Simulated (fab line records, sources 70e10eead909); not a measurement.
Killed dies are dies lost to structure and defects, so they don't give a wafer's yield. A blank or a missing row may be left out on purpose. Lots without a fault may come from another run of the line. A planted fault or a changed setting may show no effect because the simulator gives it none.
Which tool did it? | flow nand_harc | 7 lots, 21 wafers sampled, at 4 steps of a route of 1302

WHAT THE GAUGES READ, wafer by wafer
NHARC_P_M0_CD_MEAS_09: target cd 90 nm.
lot  | measured     | on        | cd_nm (nm)
L780 | day 6 09:07  | cd_sem-02 | 89.6 88.8 90.2
L783 | day 7 11:47  | cd_sem-03 | 89.2 89.2 89.4
L786 | day 9 10:50  | cd_sem-01 | 89.2 89.1 89.6
L788 | day 9 21:16  | cd_sem-02 | 90.1 89.4 89.8
L795 | day 12 22:58 | cd_sem-02 | 60.7 61.0 60.2
L799 | day 14 12:40 | cd_sem-01 | 90.0 90.2 90.0
L802 | day 15 14:54 | cd_sem-02 | 89.9 89.9 89.5

WHICH TOOL RAN EACH LOT (tool, then ch and the chambers of the sampled wafers, then the start)
lot  | NHARC_P_CONTACT_ETCH_36                      | NHARC_P_CONTACT_CVD_23                   | NHARC_P_M0_EXPOSE_06
L780 | rie_diel-04 ch 0,2,3, day 6 08:59 or earlier | cvd_w-02 ch 0,1, day 6 08:59 or earlier  | arfi_scanner-01 ch 0, day 6 08:59
L783 | rie_diel-07 ch 0,1,2, day 7 11:38 or earlier | cvd_w-02 ch 0,1, day 7 11:38 or earlier  | arfi_scanner-02 ch 0, day 7 11:38
L786 | rie_diel-05 ch 0,1,2, day 9 10:42 or earlier | cvd_w-01 ch 0,1, day 9 10:42 or earlier  | arfi_scanner-02 ch 0, day 9 10:42
L788 | rie_diel-04 ch 0,1,3, day 9 21:08 or earlier | cvd_w-02 ch 0,1, day 9 21:08 or earlier  | arfi_scanner-01 ch 0, day 9 21:08
L795 | rie_diel-04 ch 2,3, day 12 22:50 or earlier  | cvd_w-01 ch 0,1, day 12 22:50 or earlier | arfi_scanner-02 ch 0, day 12 22:50
L799 | rie_diel-07 ch 1,2, day 14 12:32 or earlier  | cvd_w-02 ch 0,1, day 14 12:32 or earlier | arfi_scanner-03 ch 0, day 14 12:32
L802 | rie_diel-05 ch 0,3, day 15 14:46 or earlier  | cvd_w-01 ch 0,1, day 15 14:46 or earlier | arfi_scanner-03 ch 0, day 15 14:46
- NHARC_P_CONTACT_ETCH_36: etches the open film in N2/H2, target depth 260 nm, time 406.25 s.
- NHARC_P_CONTACT_CVD_23: deposits W, target thk 200 nm, time 557 s.
- NHARC_P_M0_EXPOSE_06: exposes mask P M0, target cd 90 nm.

THE ANSWER, worked out from the rows above alone
Rule: what is usual is taken from the lots themselves. Put in order of their means at a reading, lots are off if they are a third of the lots or fewer, leave a main group of 4 or more, and stand apart from it by a gap of 3 or more times the standard deviation of the main group's means; of several such gaps the widest counts. A main group whose means are all the same, to the digits that the tables above print for the reading, isn't used. A lot without any number at a reading at which 4 lots or more have one is off too. The other lots that the step has rows for count as sound.
Off: L795, at NHARC_P_M0_CD_MEAS_09 (cd_nm). The main group: mean 89.6 nm, standard deviation 0.28.
A tool fits if, at a process step before that reading, it ran every lot that is off, and no sound lot after the first of them. The gauges at NHARC_P_M0_CD_MEAS_09 are tried like those tools. NHARC_P_CONTACT_ETCH_36 gives no start for some lots, so the hours and the order of its lots are those of NHARC_P_M0_EXPOSE_06. NHARC_P_CONTACT_CVD_23 gives no start for some lots, so the hours and the order of its lots are those of NHARC_P_M0_EXPOSE_06. Can't be told from this: 2 tools fit, rie_diel-04 at NHARC_P_CONTACT_ETCH_36, arfi_scanner-02 at NHARC_P_M0_EXPOSE_06.

WHAT THE SIMULATOR HAD PUT IN
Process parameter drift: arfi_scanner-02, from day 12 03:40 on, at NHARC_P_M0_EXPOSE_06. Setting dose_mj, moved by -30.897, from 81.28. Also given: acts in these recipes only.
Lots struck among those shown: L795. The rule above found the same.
